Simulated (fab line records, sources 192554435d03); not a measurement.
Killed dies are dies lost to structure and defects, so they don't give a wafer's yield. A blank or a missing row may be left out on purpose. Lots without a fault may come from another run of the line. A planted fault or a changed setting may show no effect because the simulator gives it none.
Which tool did it? | flow n5_finfet | 10 lots, 30 wafers sampled, at 4 steps of a route of 1938

WHAT THE GAUGES READ, wafer by wafer
N5_BEOL_M10_CD_MEAS_11: target cd 64.1 nm. Usual: cd_nm 64.2 nm, standard deviation 0.53.
lot  | measured     | on        | cd_nm (nm)     | flag
L709 | day 11 20:32 | cd_sem-01 | 64.4 64.7 65.6 |
L711 | day 12 10:07 | cd_sem-03 | 64.9 64.9 65.0 |
L713 | day 13 07:31 | cd_sem-02 | 64.4 64.2 64.2 |
L714 | day 13 11:59 | cd_sem-03 | 64.1 63.7 64.1 |
L717 | day 14 14:50 | cd_sem-03 | 63.4 62.8 64.2 |
L722 | day 14 23:08 | cd_sem-01 | 64.6 65.2 64.5 |
L720 | day 14 23:43 | cd_sem-03 | 65.5 64.5 64.5 |
L723 | day 16 09:52 | cd_sem-02 | 63.3 63.2 63.7 |
L728 | day 17 11:26 | cd_sem-03 | 64.3 64.2 64.2 |
L729 | day 17 16:26 | cd_sem-01 | 63.6 62.9 63.6 |

WHICH TOOL RAN EACH LOT (tool, then ch and the chambers of the sampled wafers, then the start)
lot  | N5_BEOL_M9_SURFACE_TREAT_79  | N5_BEOL_M10_HM_DEP_02        | N5_BEOL_M10_COAT_60
L709 | pvd_sputter-02, day 11 17:07 | pvd_sputter-02, day 11 20:02 | litho_track-01 ch 0, day 11 20:10
L711 | pvd_sputter-02, day 12 05:56 | pvd_sputter-03, day 12 09:38 | litho_track-03 ch 0, day 12 09:46
L713 | pvd_sputter-01, day 13 03:46 | pvd_sputter-03, day 13 07:08 | litho_track-03 ch 0, day 13 07:16
L714 | pvd_sputter-01, day 13 07:51 | pvd_sputter-01, day 13 11:29 | litho_track-05 ch 0, day 13 11:37
L717 | pvd_sputter-01, day 14 10:31 | pvd_sputter-03, day 14 14:20 | litho_track-03 ch 0, day 14 14:28
L722 | pvd_sputter-01, day 14 19:28 | pvd_sputter-03, day 14 22:37 | litho_track-01 ch 0, day 14 22:44
L720 | pvd_sputter-01, day 14 20:02 | pvd_sputter-01, day 14 23:13 | litho_track-05 ch 0, day 14 23:21
L723 | pvd_sputter-02, day 16 05:36 | pvd_sputter-03, day 16 09:22 | litho_track-05 ch 0, day 16 09:30
L728 | pvd_sputter-03, day 17 08:00 | pvd_sputter-01, day 17 10:56 | litho_track-05 ch 0, day 17 11:04
L729 | pvd_sputter-03, day 17 12:40 | pvd_sputter-01, day 17 16:03 | litho_track-05 ch 0, day 17 16:12
- N5_BEOL_M9_SURFACE_TREAT_79
- N5_BEOL_M10_HM_DEP_02: deposits TiN, target thk 20 nm.
- N5_BEOL_M10_COAT_60: time 60 s, resist thk 30 nm.

WHAT THE TOOLS THEMSELVES READ (means of the sampled wafers that have a number; where no wafer has one, the mark that the record gives instead)
N5_BEOL_M10_HM_DEP_02. Usual: throttle_valve_pct 29.9 %, standard deviation 1.1.
lot  | tool           | throttle_valve_pct (%) | flag
L709 | pvd_sputter-02 | 31.1                   |
L711 | pvd_sputter-03 | 29.3                   |
L713 | pvd_sputter-03 | 30.2                   |
L714 | pvd_sputter-01 | 29.4                   |
L717 | pvd_sputter-03 | 29.5                   |
L722 | pvd_sputter-03 | 29.9                   |
L720 | pvd_sputter-01 | 30.2                   |
L723 | pvd_sputter-03 | 30.1                   |
L728 | pvd_sputter-01 | 30.4                   |
L729 | pvd_sputter-01 | 29.1                   |

N5_BEOL_M10_COAT_60. Usual: heater_power_total_W 427.6 W, standard deviation 2.2; resist_line_temp_C 23.00 C, standard deviation 0.099; spin_speed_rpm 1500.0 rpm, standard deviation 1.
lot  | tool           | heater_power_total_W (W) | resist_line_temp_C (C) | spin_speed_rpm (rpm) | flag
L709 | litho_track-01 | 427.4                    | 22.89                  | 1500.2               |
L711 | litho_track-03 | 427.6                    | 22.85                  | 1500.2               |
L713 | litho_track-03 | 428.8                    | 22.95                  | 1499.4               |
L714 | litho_track-05 | 425.7                    | 23.08                  | 1499.0               |
L717 | litho_track-03 | 429.6                    | 23.04                  | 1499.9               |
L722 | litho_track-01 | 429.2                    | 23.06                  | 1499.8               |
L720 | litho_track-05 | 427.9                    | 23.01                  | 1500.6               |
L723 | litho_track-05 | 430.1                    | 23.09                  | 1498.9               |
L728 | litho_track-05 | 427.9                    | 23.08                  | 1835.6               | OFF
L729 | litho_track-05 | 427.7                    | 23.00                  | 1836.3               | OFF

THE ANSWER, worked out from the rows above alone
Rule: a lot is off if the mean of its wafers that have a number lies more than 3 standard deviations from the usual mean. A lot without any number at a reading at which 4 lots or more have one is off too. The other lots that the step has rows for count as sound. The gauges are gone through in route order, then the tools' own readings, and for those a lot's mean is taken as printed above. The first step at which some lot is off is used, and at that step the reading that is off furthest; a lot without a number counts as furthest.
Off: L728, L729, at N5_BEOL_M10_COAT_60 (spin_speed_rpm).
A tool fits if, at that step or a process step before it, it ran every lot that is off, and no sound lot after the first of them. Can't be told from this: 3 tools fit, pvd_sputter-03 at N5_BEOL_M9_SURFACE_TREAT_79, pvd_sputter-01 at N5_BEOL_M10_HM_DEP_02, litho_track-05 at N5_BEOL_M10_COAT_60.

WHAT THE SIMULATOR HAD PUT IN
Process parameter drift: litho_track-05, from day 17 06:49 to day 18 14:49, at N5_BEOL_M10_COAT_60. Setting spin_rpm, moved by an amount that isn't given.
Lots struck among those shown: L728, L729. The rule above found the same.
